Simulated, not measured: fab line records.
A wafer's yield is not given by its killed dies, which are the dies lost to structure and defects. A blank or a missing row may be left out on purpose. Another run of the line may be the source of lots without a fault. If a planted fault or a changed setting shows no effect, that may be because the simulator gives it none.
Matching of chambers :: flow nand_harc :: 4 sister chambers for NHARC_A_M1_DESCUM_14 on rie_diel-03
The step chemistry O2, time 3 s. 16 wafers are shown with their chamber, then 8 later ones without.

## WAFERS WITH THEIR CHAMBER
wafer: L074.2
chamber: 0
drypump_motor_current_A (A): 5.4
oes_product_au (a.u.): 1.015
throttle_valve_pct (%): 11.299

wafer: L074.5
chamber: 1
drypump_motor_current_A (A): 6.1
oes_product_au (a.u.): 1.000
throttle_valve_pct (%): 11.305

wafer: L074.6
chamber: 0
drypump_motor_current_A (A): 5.5
oes_product_au (a.u.): 1.017
throttle_valve_pct (%): 11.303

wafer: L076.1
chamber: 3
drypump_motor_current_A (A): 6.1
oes_product_au (a.u.): 0.993
throttle_valve_pct (%): 11.306

wafer: L076.3
chamber: 1
drypump_motor_current_A (A): 6.0
oes_product_au (a.u.): 0.991
throttle_valve_pct (%): 11.318

wafer: L076.4
chamber: 0
drypump_motor_current_A (A): 5.5
oes_product_au (a.u.): 1.013
throttle_valve_pct (%): 11.311

wafer: L079.2
chamber: 1
drypump_motor_current_A (A): 6.1
oes_product_au (a.u.): 0.995
throttle_valve_pct (%): 11.337

wafer: L079.5
chamber: 3
drypump_motor_current_A (A): 6.1
oes_product_au (a.u.): 0.988
throttle_valve_pct (%): 11.316

wafer: L079.6
chamber: 1
drypump_motor_current_A (A): 6.0
oes_product_au (a.u.): 0.983
throttle_valve_pct (%): 11.309

wafer: L082.2
chamber: 0
drypump_motor_current_A (A): 5.4
oes_product_au (a.u.): 0.999
throttle_valve_pct (%): 11.301

wafer: L082.3
chamber: 1
drypump_motor_current_A (A): 6.1
oes_product_au (a.u.): 0.978
throttle_valve_pct (%): 11.314

wafer: L082.5
chamber: 3
drypump_motor_current_A (A): 6.2
oes_product_au (a.u.): 0.978
throttle_valve_pct (%): 11.326

wafer: L088.1
chamber: 2
drypump_motor_current_A (A): 5.9
oes_product_au (a.u.): 0.995
throttle_valve_pct (%): 11.296

wafer: L088.3
chamber: 0
drypump_motor_current_A (A): 5.5
oes_product_au (a.u.): 1.005
throttle_valve_pct (%): 11.314

wafer: L088.6
chamber: 1
drypump_motor_current_A (A): 6.1
oes_product_au (a.u.): 0.983
throttle_valve_pct (%): 11.305

wafer: L089.3
chamber: 3
drypump_motor_current_A (A): 6.1
oes_product_au (a.u.): 0.997
throttle_valve_pct (%): 11.327

SIGNATURES, as means of the wafers listed above
reading: drypump_motor_current_A
chamber 0: 5.460
chamber 1: 6.067
chamber 2: 5.900
chamber 3: 6.125
scatter within a chamber: 0.0523

reading: oes_product_au
chamber 0: 1.00980
chamber 1: 0.98833
chamber 2: 0.99500
chamber 3: 0.98900
scatter within a chamber: 0.00807

reading: throttle_valve_pct
chamber 0: 11.30560
chamber 1: 11.31467
chamber 2: 11.29600
chamber 3: 11.31875
scatter within a chamber: 0.00996
Rule: a wafer's distance from a chamber is the root of the sum, over the readings, of the square of ((its reading less the chamber's mean) divided by the reading's scatter). The wafer belongs to the nearest chamber; if the next one is less than 2 further off, it can't be placed. The scatter: the root of (the sum of the squares of (reading less its chamber's mean) over the shown wafers, divided by (wafers less chambers)).

## WAFERS WITH NO CHAMBER GIVEN
wafer: L089.5
drypump_motor_current_A (A): 5.9
oes_product_au (a.u.): 0.985
throttle_valve_pct (%): 11.307

wafer: L089.6
drypump_motor_current_A (A): 6.0
oes_product_au (a.u.): 0.983
throttle_valve_pct (%): 11.301

wafer: L093.1
drypump_motor_current_A (A): 6.0
oes_product_au (a.u.): 1.001
throttle_valve_pct (%): 11.307

wafer: L093.4
drypump_motor_current_A (A): 6.1
oes_product_au (a.u.): 1.001
throttle_valve_pct (%): 11.316

wafer: L093.6
drypump_motor_current_A (A): 6.0
oes_product_au (a.u.): 1.001
throttle_valve_pct (%): 11.320

wafer: L094.1
drypump_motor_current_A (A): 5.5
oes_product_au (a.u.): 1.009
throttle_valve_pct (%): 11.318

wafer: L094.3
drypump_motor_current_A (A): 6.1
oes_product_au (a.u.): 0.994
throttle_valve_pct (%): 11.288

wafer: L094.4
drypump_motor_current_A (A): 6.1
oes_product_au (a.u.): 0.990
throttle_valve_pct (%): 11.307

## EACH ONE'S CHAMBER
wafer: L089.5
from the rows above: can't be placed: 2 or 1
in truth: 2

wafer: L089.6
from the rows above: can't be placed: 1 or 2 or 3
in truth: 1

wafer: L093.1
from the rows above: can't be placed: 1 or 2 or 3
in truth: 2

wafer: L093.4
from the rows above: can't be placed: 3 or 1
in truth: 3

wafer: L093.6
from the rows above: can't be placed: 1 or 3 or 2
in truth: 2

wafer: L094.1
from the rows above: 0
in truth: 0

wafer: L094.3
from the rows above: can't be placed: 1 or 3 or 2
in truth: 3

wafer: L094.4
from the rows above: can't be placed: 1 or 3
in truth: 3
1 of 8 placed correctly. Unplaceable from these rows: 7, with the true chamber sitting among the candidates in 7. Placed wrongly: 0.
